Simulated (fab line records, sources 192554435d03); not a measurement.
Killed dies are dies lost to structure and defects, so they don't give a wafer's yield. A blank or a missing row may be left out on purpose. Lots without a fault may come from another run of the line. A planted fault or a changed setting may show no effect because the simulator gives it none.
fab line records | flow n5_finfet
record lots=8 wafers=24 last_day=17
route steps=1938 shown FIN_CUT@177 STI_FIN_REVEAL@184 BEOL_M4@1111 PASSIVATION@1936
lots that met no fault: from a run of the same line without faults
start_h: hours from the record's first day to the start of the lot's first wafer shown | wait_h: hours since the lot's step before | " the same as in the row above | L1.1+2: a row that stands for several wafers | - no value, or no start given | * or withheld: withheld | < > ~ a bound
route shown NAME@n: a module of which the file shows steps, and the number in the route of the first | usual: mean/standard deviation of fault-free wafers | same: alike in all rows | chamber/n: place in a boat | sites: the reading at each site | _std_site: their standard deviation | _edge_site: outer sites' mean less inner sites' | radius_mm: how far each site lies from the wafer's centre | mask NAME#n: copy n | behind: the tool/chamber that last shaped the wafer | hold: why the lot was held/for how many hours/how that ended | device: the transistor (n, p or np) that didn't switch | end of line: the same wafers' tests at the end of the route | a step without rows: its recipe alone | killed: dies lost to structure and defects at the first sort, not the wafer's yield | map: a wafer's dies, x killed, . not, _ none there
set.NAME: the setting as run; set.NAME@STEP: as run at that earlier step | model.NAME: the simulator's own value behind a step, which no gauge read
steps of the route over a sample of lots; a table a step, a row a wafer
services: from which hour (start_h, from the record's first day; less than 0 if before it) a tool's chamber was out of use, for how many hours, and why
## steps
# step N5_FIN_CUT_CUT_ETCH_28
# recipe chemistry=HBr/Cl2/O2 target=Si target_depth_a=60 mask_material=SOC time_s=2.4 ion_energy_ev=* bias_w=* pressure_mtorr=10 icp_w=800 HBr_flow_sccm=150 Cl2_flow_sccm=80 O2_flow_sccm=12
# usual drypump_motor_current_A=5.6/0.41 oes_product_au=0.999/0.013 throttle_valve_pct=37.21/0.28
# columns lot.wafer tool chamber start_h wait_h drypump_motor_current_A oes_product_au rf_hours_counter_h throttle_valve_pct
L375.1 rie_si-06 3 29.30 0.0 6.4 1.010 202 37.14
L375.4 " 1 " " 5.7 1.013 139 37.33
L375.6 " 1 " " 5.7 1.010 - 37.32
L376.1 rie_si-02 2 35.66 0.0 5.0 1.012 101 37.23
L376.2 " 3 " " 6.0 0.970 46 37.35
L376.4 " 1 " " 5.9 0.994 37 37.44
L382.1 rie_si-03 3 70.13 0.0 6.1 1.005 2 36.55
L382.5 " 1 " " 5.0 1.019 - 37.50
L382.6 " 0 " " 6.3 0.985 - 36.96
L383.1 rie_si-02 3 76.98 0.0 6.0 0.973 47 37.33
L383.4 " 2 " " 5.0 1.010 102 37.24
L383.6 " 2 " " 5.0 1.007 - 37.23
L385.1 rie_si-02 1 90.92 0.0 5.9 0.991 38 37.43
L385.2 " 3 " " 6.0 0.970 47 37.32
L385.3 " 0 " " 5.2 0.993 153 36.77
L392.1 rie_si-02 1 129.75 0.0 5.9 1.001 39 37.43
L392.4 " 3 " " 6.0 0.963 48 37.33
L392.5 " 1 " " 5.9 1.001 - 37.45
L396.1 rie_si-06 3 153.89 0.0 6.3 0.995 2 37.29
L396.2 " 1 " " 5.7 1.019 142 37.32
L396.3 " 2 " " 5.7 1.003 61 37.65
L398.2 rie_si-06 3 164.89 0.0 6.3 0.994 2 37.28
L398.4 " 1 " " 5.7 1.011 142 37.32
L398.5 " 1 " " 5.6 1.026 - 37.33
# step N5_FIN_CUT_STRIP_22
# recipe chemistry=N2/H2 power_w=500 temp_c=40 pressure_mtorr=50 rf_frequency_hz=6e+07 overash_fraction=0.3 bias_power_w=8 h2_frac=0.5 n2_flow_sccm=300 h2_flow_sccm=300
# usual drypump_motor_current_A=5.86/0.25 oes_product_au=0.76/0.064 rf_vpp_V=54.1/2.3 showerhead_plenum_p_Torr=3.31/0.12 throttle_valve_pct=19.1/0.3
# columns lot.wafer tool chamber start_h wait_h drypump_motor_current_A oes_product_au rf_hours_counter_h rf_vpp_V showerhead_plenum_p_Torr throttle_valve_pct
L375.1 rie_diel-04 1 29.36 0.0 6.04 0.91 33 56.4 3.31 18.7
L375.4 " 2 " " 5.63 0.71 208 52.3 3.19 18.7
L375.6 " 2 " " 5.65 0.71 - 54.0 3.19 18.7
L376.1 rie_diel-04 0 35.72 0.0 5.57 0.76 144 53.9 3.22 19.0
L376.2 " 3 " " 6.21 0.78 132 50.9 3.38 19.0
L376.4 " 2 " " 5.61 0.72 210 51.5 3.19 18.7
L382.1 rie_diel-05 1 70.20 0.0 5.67 0.73 208 53.6 3.33 19.2
L382.5 " 2 " " 5.82 0.94 - 54.4 3.58 19.0
L382.6 " 1 " " 5.67 0.69 - 48.6 3.33 19.2
L383.1 rie_diel-03 2 77.04 0.0 5.72 0.80 118 53.1 3.49 19.0
L383.4 " 3 " " 5.75 0.69 222 57.5 3.18 19.1
L383.6 " 1 " " 5.55 0.80 - 50.5 3.25 19.8
L385.1 rie_diel-03 3 90.98 0.0 5.84 0.68 226 58.6 3.18 19.0
L385.2 " 1 " " 5.57 0.79 143 53.5 3.25 19.7
L385.3 " 0 " " 6.26 0.75 150 52.7 3.36 19.3
L392.1 rie_diel-03 1 129.82 0.0 5.56 0.78 156 53.6 3.24 19.8
L392.4 " 3 " " 5.81 0.69 238 51.8 3.17 19.0
L392.5 " 0 " " 6.30 0.74 - 55.3 3.35 19.3
L396.1 rie_diel-03 3 153.98 0.1 5.80 0.68 245 54.1 3.17 19.1
L396.2 " 0 " " 6.29 0.75 169 50.2 3.35 19.3
L396.3 " 2 " " 5.73 0.77 143 53.9 3.48 19.1
L398.2 rie_diel-04 2 164.95 0.0 5.67 0.69 250 56.9 3.17 18.8
L398.4 " 3 " " 6.23 0.76 170 53.5 3.36 19.1
L398.5 " 3 " " 6.24 0.75 - 55.8 3.36 19.1
# step N5_STI_FIN_REVEAL_ALD_14
# recipe material=Si3N4 target_thk_a=30 temp_c=400 ald_precursor_family=SiH2I2 ald_co_reactant=N2/H2-plasma pressure_torr=2
# usual heater_power_w=845/120
# columns lot.wafer tool chamber start_h wait_h heater_power_w since_wet_clean_h
L375.1 ald_sin-02 3 29.61 0.0 899 127
L375.4 " 0 " " 839 127
L375.6 " 3 " " 898 -
L376.1 ald_sin-03 1 36.75 0.0 1151 316
L376.2 " 2 " " 1028 316
L376.4 " 3 " " 898 316
L382.1 ald_sin-04 2 70.45 0.0 716 260
L382.5 " 1 " " 721 -
L382.6 " 2 " " 706 -
L383.1 ald_sin-04 3 77.33 0.0 794 267
L383.4 " 2 " " 715 267
L383.6 " 2 " " 712 -
L385.1 ald_sin-02 3 91.23 0.0 886 189
L385.2 " 0 " " 832 189
L385.3 " 2 " " 796 189
L392.1 ald_sin-04 2 131.92 0.0 708 321
L392.4 " 1 " " 712 321
L392.5 " 0 " " 818 -
L396.1 ald_sin-02 0 154.23 0.0 836 252
L396.2 " 1 " " 905 252
L396.3 " 3 " " 917 252
L398.2 ald_sin-03 0 165.21 0.0 665 66
L398.4 " 2 " " 974 66
L398.5 " 1 " " 1136 -
# step N5_STI_FIN_REVEAL_OXIDATION_33
# recipe chemistry=O2_PLASMA_REMOTE temp_c=150 time_s=20 pressure_mtorr=1000 source_power_w=2000 o2_flow_sccm=3000
# usual chamber_pressure_mTorr=1000.0/0.92 drypump_motor_current_A=5.8/0.44 heater_power_w=153/12
# columns lot.wafer tool chamber start_h wait_h chamber_pressure_mTorr drypump_motor_current_A heater_power_w rf_hours_counter_h
L375.1 plasma_asher-02 0 38.12 0.0 999.7 5.8 163 77
L375.4 " 0 " " 1000.6 5.8 171 -
L375.6 " 0 " " 1000.1 5.8 167 -
L376.1 plasma_asher-02 0 45.13 0.0 999.7 5.9 166 78
L376.2 " 1 " " 1000.2 5.9 140 78
L376.4 " 1 " " 999.9 5.9 133 -
L382.1 plasma_asher-02 1 80.03 0.0 - - - -
L382.5 " 0 " " - - - -
L382.6 " 1 " " - - - -
L383.1 plasma_asher-02 1 86.10 0.0 - - - -
L383.4 " 0 " " - - - -
L383.6 " 0 " " - - - -
L385.1 plasma_asher-02 0 99.62 0.0 1001.1 5.8 162 92
L385.2 " 1 " " 999.7 5.9 135 92
L385.3 " 1 " " 1000.5 5.9 136 -
L392.1 plasma_asher-02 1 140.26 0.0 1000.1 5.9 136 100
L392.4 " 0 " " 999.1 5.8 164 -
L392.5 " 1 " " 999.6 5.9 137 -
L396.1 plasma_asher-02 1 162.95 0.1 1000.1 5.9 138 105
L396.2 " 0 " " 1001.0 5.8 169 105
L396.3 " 1 " " 999.6 5.9 135 -
L398.2 plasma_asher-02 1 173.73 0.0 998.4 5.9 141 107
L398.4 " 1 " " 1000.4 5.9 136 -
L398.5 " 0 " " 999.1 5.8 169 -
# step N5_STI_FIN_REVEAL_CD_MEAS_22
# recipe target_cd_nm=6.238 pitch_nm=28 polarity=line
# usual cd_nm=6.29/0.27
# columns lot.wafer tool chamber start_h wait_h cd_nm
L375.1 cd_sem-01 - 38.29 0.0 6.14
L375.4 " - " " 6.31
L375.6 " - " " 6.48
L376.1 cd_sem-03 - 45.29 0.0 6.86
L376.2 " - " " 6.49
L376.4 " - " " 6.41
L382.1 cd_sem-03 - 80.25 0.0 7.74
L382.5 " - " " 7.01
L382.6 " - " " 7.66
L383.1 cd_sem-01 - 86.26 0.0 7.19
L383.4 " - " " 7.17
L383.6 " - " " 7.11
L385.1 cd_sem-02 - 99.78 0.0 6.55
L385.2 " - " " 5.86
L385.3 " - " " 6.62
L392.1 cd_sem-03 - 140.42 0.0 6.07
L392.4 " - " " 5.97
L392.5 " - " " 6.70
L396.1 cd_sem-01 - 163.11 0.0 6.75
L396.2 " - " " 6.18
L396.3 " - " " 5.86
L398.2 cd_sem-03 - 173.89 0.0 6.23
L398.4 " - " " 5.74
L398.5 " - " " 6.09
# step N5_BEOL_M4_RC_MEAS_101
# usual DIBL_N=36.8/1.5 DIBL_P=37.1/2.1 IOFF_N=0.168/0.03 IOFF_N_85C=3.2/0.47 IOFF_N_LIN=0.077/0.011 IOFF_N_LONG=5.56e-05/2.4e-06 IOFF_P=0.22/0.034 IOFF_P_85C=3.8/0.48 IOFF_P_LIN=0.103/0.013 ION_N=679/12 ION_P=466/8 REXT_N=75.1/1.7 SS_N=71.7/0.58 SS_P=73.5/0.67 VT_N=248.8/2.7 VT_N_LONG=274.7/2 VT_N_LVT=98/3.1 VT_P=-250/3.3 VT_P_LVT=-98.6/2.8
# columns lot.wafer tool chamber start_h wait_h DIBL_N[mV/V] DIBL_P[mV/V] IOFF_N[nA/um] IOFF_N_85C[nA/um] IOFF_N_LIN[nA/um] IOFF_N_LONG[nA/um] IOFF_P[nA/um] IOFF_P_85C[nA/um] IOFF_P_LIN[nA/um] ION_N[uA/um] ION_P[uA/um] REXT_N[ohm.um] SS_N[mV/dec] SS_P[mV/dec] VT_N[mV] VT_N_LONG[mV] VT_N_LVT[mV] VT_P[mV] VT_P_LVT[mV]
L375.1 prober-02 0 156.19 0.0 38.6 39.9 0.204 3.9 0.091 5.89e-05 0.24 4.1 0.109 683 463 74.9 73.2 74.1 247.3 274.5 92 -249 -95.2
L375.4 " 0 " " 34.9 35.0 0.135 2.7 0.065 5.89e-05 0.17 3.1 0.088 662 455 74.9 71.3 73.5 250.8 273.0 98 -256 -99.1
L375.6 " 0 " " 38.5 39.9 0.213 4.1 0.094 5.93e-05 0.25 4.3 0.113 679 466 74.0 71.6 74.3 244.0 274.3 93 -247 -94.5
L376.1 prober-01 0 170.64 0.0 37.6 39.4 0.203 3.8 0.091 5.41e-05 0.29 4.6 0.127 694 475 76.4 71.2 74.3 245.8 273.7 95 -247 -94.5
L376.2 " 0 " " 37.3 37.8 0.181 3.5 0.082 5.43e-05 0.25 4.1 0.115 679 466 75.9 71.3 73.5 249.1 273.2 98 -248 -97.6
L376.4 " 0 " " 38.0 39.2 0.197 3.7 0.088 5.39e-05 0.28 4.6 0.126 679 470 76.6 71.7 74.9 247.4 274.9 95 -246 -94.5
L382.1 prober-02 0 207.27 0.0 46.0 46.8 0.509 8.1 0.222 7.48e-05 0.51 7.7 0.232 748 498 66.5 73.4 76.6 232.6 263.4 82 -239 -88.3
L382.5 " 0 " " 44.2 45.7 0.426 7.0 0.191 7.44e-05 0.48 7.2 0.222 737 492 66.4 73.5 75.6 235.1 264.6 85 -236 -89.4
L382.6 " 0 " " 44.5 46.7 0.450 7.3 0.204 7.37e-05 0.52 7.8 0.240 749 506 67.3 73.5 76.1 231.6 265.7 83 -233 -88.2
L383.1 prober-02 0 211.98 0.0 45.1 48.0 0.511 8.1 0.222 7.23e-05 0.46 6.9 0.202 734 480 68.3 73.8 76.3 230.8 262.0 80 -241 -89.3
L383.4 " 0 " " 42.0 45.4 0.386 6.4 0.185 7.33e-05 0.40 6.1 0.185 731 493 67.8 73.6 75.5 234.4 264.3 82 -243 -90.2
L383.6 " 0 " " 44.4 48.1 0.515 8.2 0.230 7.31e-05 0.50 7.6 0.220 750 493 67.0 73.5 76.4 229.8 263.2 79 -240 -87.2
L385.1 prober-02 0 216.12 0.0 40.3 41.8 0.264 4.6 0.112 5.76e-05 0.28 4.6 0.118 698 468 76.1 72.5 74.9 243.8 271.5 91 -250 -97.3
L385.2 " 0 " " 36.5 36.5 0.150 2.9 0.070 5.88e-05 0.18 3.2 0.086 660 452 75.9 70.7 74.0 251.1 275.3 100 -253 -102.8
L385.3 " 0 " " 38.9 41.4 0.217 4.0 0.097 5.66e-05 0.27 4.5 0.115 677 467 77.4 72.4 74.1 244.8 274.4 94 -249 -95.9
L392.1 prober-01 0 269.38 0.0 35.7 36.8 0.139 2.8 0.069 5.4e-05 0.22 3.8 0.105 681 472 77.6 71.1 73.4 252.4 272.6 101 -251 -97.5
L392.4 " 0 " " 33.8 33.9 0.118 2.4 0.059 5.47e-05 0.17 3.1 0.090 674 468 77.8 70.9 72.4 253.6 275.7 102 -252 -100.4
L392.5 " 0 " " 37.9 39.5 0.169 3.3 0.080 5.29e-05 0.27 4.5 0.120 676 471 77.8 71.7 73.9 244.6 277.9 98 -246 -95.1
L396.1 prober-02 0 288.14 0.0 39.5 39.8 0.233 4.3 0.103 5.38e-05 0.28 4.6 0.123 712 478 75.4 71.8 74.5 244.4 275.7 92 -247 -94.8
L396.2 " 0 " " 36.3 36.0 0.149 2.9 0.071 5.23e-05 0.21 3.7 0.100 687 472 76.1 71.4 73.2 250.9 275.5 99 -249 -98.0
L396.3 " 0 " " 37.7 37.7 0.182 3.5 0.083 5.44e-05 0.23 3.9 0.107 695 476 74.4 72.2 73.2 248.9 277.2 98 -250 -97.3
L398.2 prober-01 0 314.67 0.2 37.7 38.6 0.167 3.3 0.078 5.66e-05 0.25 4.2 0.117 676 467 74.2 71.3 73.1 249.5 275.0 97 -246 -95.1
L398.4 " 0 " " 38.0 37.2 0.171 3.3 0.078 5.86e-05 0.22 3.8 0.104 680 469 74.6 71.0 72.6 249.2 276.1 98 -248 -97.7
L398.5 " 0 " " 35.4 34.7 0.135 2.7 0.064 5.79e-05 0.18 3.2 0.092 667 455 74.3 71.3 72.9 252.4 274.7 102 -251 -99.8
# step N5_PASSIVATION_PROBE_49
# usual defect_limited_yield=91.0/1.5 killed_at_M0_to_M3=34/11 killed_at_M4_up=14/5.3 killed_at_contacts=13/7 killed_at_front_end=41/13 killed_at_other=4/3.1 killed_dies=106/17 killed_open=70/12 killed_short=35/8 sort_bin_4_leakage=0.00/0.007 sort_bin_5_function=5.2/0.98 sort_bin_6_memory=3.4/0.69 sort_n_pass=1074/17 sort_yield_pct=91.0/1.5
# same gross_dies=1180 killed_at_back_side=0 sort_bin_8_speed[%]=0
# columns lot.wafer tool chamber start_h wait_h defect_limited_yield[%] killed_at_M0_to_M3 killed_at_M4_up killed_at_contacts killed_at_front_end killed_at_other killed_dies killed_open killed_short sort_bin_4_leakage[%] sort_bin_5_function[%] sort_bin_6_memory[%] sort_n_pass sort_yield_pct[%]
L376.1 prober-02 - 267.14 0.0 91.6 23 15 28 30 3 99 72 26 0 4.9 3.2 1081 91.6
L376.2 prober-02 - 267.19 0.1 94.4 14 17 6 26 3 66 50 15 0 3.3 2.3 1114 94.4
L376.4 prober-02 - 267.29 0.2 92.7 37 7 21 19 2 86 62 23 0 4.4 2.5 1094 92.7
L382.1 prober-02 - 301.94 0.0 90.2 48 7 8 49 4 116 76 40 56.69 5.9 3.6 395 33.5
L382.5 prober-02 - 302.14 0.2 91.8 23 23 27 22 2 97 72 24 22.71 5.8 2.2 815 69.1
L382.6 prober-02 - 302.19 0.3 90.0 37 16 16 46 3 118 80 38 36.27 5.6 3.9 634 53.7
L383.1 prober-02 - 307.90 0.0 92.6 30 14 12 30 1 87 58 24 64.66 3.7 3.1 330 28.0
L383.4 prober-02 - 308.05 0.2 91.6 31 14 24 30 0 99 72 27 16.19 4.3 4.0 890 75.4
L383.6 prober-02 - 308.15 0.3 89.2 35 18 15 58 1 127 85 42 67.29 6.2 4.2 259 21.9
L385.1 prober-01 - 317.91 0.0 89.8 47 14 6 52 1 120 67 48 0 5.9 3.6 1060 89.8
L392.1 prober-02 - 377.16 0.0 89.4 43 12 13 54 3 125 78 45 0 6.5 3.7 1055 89.4
L392.4 prober-02 - 377.31 0.2 90.3 40 10 20 40 4 114 71 41 0 4.8 4.1 1066 90.3
L392.5 prober-02 - 377.36 0.2 91.1 41 9 28 25 2 105 73 31 0 5.1 3.6 1075 91.1
L396.1 prober-01 - 393.31 0.0 92.8 22 8 4 46 5 85 48 35 0 4.0 2.9 1095 92.8
L396.2 prober-01 - 393.36 0.1 89.7 32 9 4 74 2 121 89 31 0 5.2 4.7 1059 89.7
L396.3 prober-01 - 393.41 0.1 90.8 32 7 13 53 3 108 82 24 0 4.9 3.8 1072 90.8
L398.2 prober-02 - 409.86 0.1 88.8 52 24 4 51 1 132 85 43 0 6.4 3.9 1048 88.8
L398.4 prober-02 - 409.96 0.2 90.5 34 14 13 50 1 112 79 33 0 5.8 3.5 1068 90.5
L398.5 prober-02 - 410.01 0.2 90.7 41 15 8 44 2 110 74 33 0 5.8 3.2 1070 90.7
# killed by level:class
L376.1 MOL_CONTACT_COAG:geometric_particle:open=23 FIN_SAQP:geometric_particle:open=8 BEOL_M4:geometric_particle:open=8 BEOL_M1:geometric_particle:open=6 MOL_CONTACT_COAG:geometric_particle:short=5 GATE_CUT:geometric_particle:short=4 BEOL_M0_SAQP:geometric_particle:short=4 BEOL_M2:geometric_particle:open=4
L376.2 BEOL_M4:geometric_particle:open=10 STI_FIN_REVEAL:geometric_particle:open=9 FIN_SAQP:geometric_particle:open=6 BEOL_M0_SAQP:geometric_particle:open=6 FIN_SAQP:geometric_particle:short=4 MOL_CONTACT_COAG:geometric_particle:open=4 BEOL_M0_SAQP:geometric_particle:short=3 DUMMY_GATE:geometric_particle:open=2
L376.4 MOL_CONTACT_COAG:geometric_particle:open=19 BEOL_M0_SAQP:geometric_particle:open=15 BEOL_M2:geometric_particle:open=8 FIN_SAQP:geometric_particle:short=6 BEOL_M0_SAQP:geometric_particle:short=6 FIN_SAQP:geometric_particle:open=5 BEOL_M3:geometric_particle:open=3 BEOL_M4:geometric_particle:open=3
L382.1 STI_FIN_REVEAL:geometric_particle:open=13 FIN_SAQP:geometric_particle:open=12 BEOL_M2:geometric_particle:open=12 BEOL_M0_SAQP:geometric_particle:short=11 GATE_CUT:geometric_particle:short=8 BEOL_M0_SAQP:geometric_particle:open=6 BEOL_M1:geometric_particle:open=6 BEOL_M4:geometric_particle:open=6
L382.5 MOL_CONTACT_COAG:geometric_particle:open=22 BEOL_M4:geometric_particle:open=13 STI_FIN_REVEAL:geometric_particle:open=9 BEOL_M2:geometric_particle:open=7 BEOL_M3:geometric_particle:open=6 FIN_SAQP:geometric_particle:short=5 MOL_CONTACT_COAG:geometric_particle:short=5 BEOL_M4:geometric_particle:short=4
L382.6 STI_FIN_REVEAL:geometric_particle:open=20 BEOL_M2:geometric_particle:open=14 MOL_CONTACT_COAG:geometric_particle:open=11 BEOL_M4:geometric_particle:open=9 BEOL_M0_SAQP:geometric_particle:open=7 GATE_CUT:geometric_particle:short=5 MOL_CONTACT_COAG:geometric_particle:short=5 FIN_SAQP:geometric_particle:short=4
L383.1 MOL_CONTACT_COAG:geometric_particle:open=10 BEOL_M0_SAQP:geometric_particle:open=8 BEOL_M0_SAQP:geometric_particle:short=6 BEOL_M3:geometric_particle:open=6 FIN_SAQP:geometric_particle:open=5 STI_FIN_REVEAL:geometric_particle:open=5 BEOL_M2:geometric_particle:open=5 BEOL_M4:geometric_particle:open=4
L383.4 MOL_CONTACT_COAG:geometric_particle:open=18 BEOL_M0_SAQP:geometric_particle:open=9 FIN_SAQP:geometric_particle:open=7 MOL_CONTACT_COAG:geometric_particle:short=6 BEOL_M0_SAQP:geometric_particle:short=6 BEOL_M1:geometric_particle:open=6 BEOL_M4:geometric_particle:open=6 BEOL_M2:geometric_particle:open=5
L383.6 STI_FIN_REVEAL:geometric_particle:open=26 MOL_CONTACT_COAG:geometric_particle:open=14 BEOL_M1:geometric_particle:open=10 BEOL_M0_SAQP:geometric_particle:short=10 STI_FIN_REVEAL:geometric_particle:short=5 BEOL_M0_SAQP:geometric_particle:open=5 FIN_SAQP:geometric_particle:short=4 GATE_CUT:geometric_particle:short=4
L385.1 BEOL_M0_SAQP:geometric_particle:short=14 BEOL_M0_SAQP:geometric_particle:open=14 STI_FIN_REVEAL:geometric_particle:open=8 BEOL_M3:geometric_particle:open=8 DUMMY_GATE:geometric_particle:open=7 BEOL_M1:geometric_particle:open=6 FIN_SAQP:geometric_particle:short=5 FIN_SAQP:geometric_particle:open=5
L392.1 STI_FIN_REVEAL:geometric_particle:open=14 BEOL_M2:geometric_particle:open=14 FIN_SAQP:geometric_particle:short=11 MOL_CONTACT_COAG:geometric_particle:open=11 BEOL_M2:geometric_particle:short=7 BEOL_M3:geometric_particle:open=6 STARTING-WAFER:geometric_particle:short=6 BEOL_M0_SAQP:geometric_particle:open=5
L392.4 FIN_SAQP:geometric_particle:short=13 MOL_CONTACT_COAG:geometric_particle:open=12 BEOL_M3:geometric_particle:open=11 BEOL_M2:geometric_particle:open=10 MOL_CONTACT_COAG:geometric_particle:short=8 BEOL_M0_SAQP:geometric_particle:open=7 FIN_SAQP:geometric_particle:open=6 BEOL_M1:geometric_particle:open=5
L392.5 MOL_CONTACT_COAG:geometric_particle:open=22 BEOL_M2:geometric_particle:open=10 BEOL_M3:geometric_particle:open=8 MOL_CONTACT_COAG:geometric_particle:short=6 FIN_SAQP:geometric_particle:open=5 BEOL_M0:geometric_particle:open=5 DUMMY_GATE:geometric_particle:open=4 BEOL_M0_SAQP:geometric_particle:short=4
L396.1 STI_FIN_REVEAL:geometric_particle:open=13 FIN_SAQP:geometric_particle:short=10 FIN_SAQP:geometric_particle:open=7 BEOL_M2:geometric_particle:short=5 MOL_CONTACT_COAG:geometric_particle:open=4 BEOL_M0_SAQP:geometric_particle:short=4 BEOL_M3:geometric_particle:open=4 MIM_TOP_ETCH:geometric_particle:short=4
L396.2 FIN_SAQP:geometric_particle:open=27 STI_FIN_REVEAL:geometric_particle:open=26 BEOL_M3:geometric_particle:open=9 BEOL_M0_SAQP:geometric_particle:open=8 FIN_SAQP:geometric_particle:short=7 BEOL_M0_SAQP:geometric_particle:short=6 STI_FIN_REVEAL:geometric_particle:short=5 BEOL_M4:geometric_particle:open=4
L396.3 STI_FIN_REVEAL:geometric_particle:open=22 FIN_SAQP:geometric_particle:open=13 MOL_CONTACT_COAG:geometric_particle:open=12 BEOL_M2:geometric_particle:open=10 BEOL_M0_SAQP:geometric_particle:open=6 STI_FIN_REVEAL:geometric_particle:short=5 BEOL_M0_SAQP:geometric_particle:short=5 GATE_CUT:geometric_particle:open=4
L398.2 BEOL_M0_SAQP:geometric_particle:short=18 BEOL_M0_SAQP:geometric_particle:open=14 BEOL_M4:geometric_particle:open=12 FIN_SAQP:geometric_particle:open=11 STI_FIN_REVEAL:geometric_particle:open=11 BEOL_M3:geometric_particle:open=7 STARTING-WAFER:geometric_particle:short=7 DUMMY_GATE:geometric_particle:open=6
L398.4 STI_FIN_REVEAL:geometric_particle:open=21 MOL_CONTACT_COAG:geometric_particle:open=11 BEOL_M3:geometric_particle:open=10 STI_FIN_REVEAL:geometric_particle:short=6 FIN_SAQP:geometric_particle:open=5 FIN_SAQP:geometric_particle:short=5 BEOL_M0_SAQP:geometric_particle:short=5 BEOL_M2:geometric_particle:open=5
L398.5 BEOL_M3:geometric_particle:open=14 FIN_SAQP:geometric_particle:open=10 BEOL_M0_SAQP:geometric_particle:open=10 BEOL_M0_SAQP:geometric_particle:short=10 FIN_SAQP:geometric_particle:short=7 STI_FIN_REVEAL:geometric_particle:open=7 MOL_CONTACT_COAG:geometric_particle:open=6 BEOL_M0:geometric_particle:open=4
## services
# columns tool chamber start_h hours kind
rie_diel-05 1 5.36 3.1 repair
ald_sin-02 - 7.52 14.6 pm
ald_sin-03 0 9.27 5.2 repair
plasma_asher-02 - 40.51 1.3 repair
rie_si-06 3 49.82 - clean
rie_si-06 3 49.82 17.7 scheduled_down
rie_si-06 3 49.82 17.7 vent_cycle
ald_sin-02 - 59.93 6.0 pm
ald_sin-02 2 80.05 5.9 repair
rie_si-02 2 84.14 7.9 repair
rie_si-02 - 84.27 2.8 pm
ald_sin-03 - 85.32 14.0 pm
rie_si-06 2 87.00 6.3 repair
rie_diel-05 - 97.29 2.8 pm
rie_si-03 3 101.59 13.9 repair
ald_sin-04 - 115.62 1.8 repair
rie_diel-05 2 156.09 5.9 repair
rie_diel-03 - 158.81 0.4 repair
rie_si-06 - 163.30 0.8 repair
rie_diel-03 3 173.66 - clean
rie_diel-03 3 173.66 - consumable_replace:focus_ring
rie_diel-03 3 173.66 - consumable_replace:showerhead
rie_diel-03 3 173.66 21.4 scheduled_down
rie_diel-03 3 173.66 21.4 vent_cycle
## key
first_sign step=N5_STI_FIN_REVEAL_OXIDATION_33 reading=tool_record direction=missing
effect step=N5_STI_FIN_REVEAL_CD_MEAS_22 reading=cd_nm direction=up sigmas=3.8 usual=6.29 struck=7.31
effect step=N5_BEOL_M4_RC_MEAS_101 reading=IOFF_N_LIN direction=up sigmas=12 usual=0.077 struck=0.209
effect step=N5_BEOL_M4_RC_MEAS_101 reading=IOFF_N direction=up sigmas=10 usual=0.168 struck=0.466
effect step=N5_BEOL_M4_RC_MEAS_101 reading=IOFF_N_85C direction=up sigmas=9.1 usual=3.2 struck=7.5
effect step=N5_BEOL_M4_RC_MEAS_101 reading=IOFF_P_LIN direction=up sigmas=8.9 usual=0.103 struck=0.217
effect step=N5_BEOL_M4_RC_MEAS_101 reading=IOFF_N_LONG direction=up sigmas=7.5 usual=5.56e-05 struck=7.36e-05
effect step=N5_BEOL_M4_RC_MEAS_101 reading=IOFF_P direction=up sigmas=7.5 usual=0.22 struck=0.48
effect step=N5_BEOL_M4_RC_MEAS_101 reading=IOFF_P_85C direction=up sigmas=7 usual=3.8 struck=7.2
effect step=N5_BEOL_M4_RC_MEAS_101 reading=VT_N direction=down sigmas=6 usual=248.8 struck=232.4
effect step=N5_BEOL_M4_RC_MEAS_101 reading=VT_N_LONG direction=down sigmas=5.5 usual=274.7 struck=263.9
effect step=N5_BEOL_M4_RC_MEAS_101 reading=VT_N_LVT direction=down sigmas=5.2 usual=98 struck=82
effect step=N5_BEOL_M4_RC_MEAS_101 reading=ION_N direction=up sigmas=5.2 usual=679 struck=741
effect step=N5_BEOL_M4_RC_MEAS_101 reading=DIBL_N direction=up sigmas=5.1 usual=36.8 struck=44.4
effect step=N5_PASSIVATION_PROBE_49 reading=sort_bin_4_leakage direction=up sigmas=99+ usual=0.00 struck=43.97
met_at N5_STI_FIN_REVEAL_OXIDATION_33
struck_lots L382,L383
not_acting_at N5_FIN_CUT_CUT_ETCH_28,N5_FIN_CUT_STRIP_22,N5_STI_FIN_REVEAL_ALD_14
onset_between 45.13 80.03
fault kind=skipped_step_whole tool=plasma_asher-02 chamber=- onset_h=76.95 steps=N5_STI_FIN_REVEAL_OXIDATION_33 scope=struck_lots_only
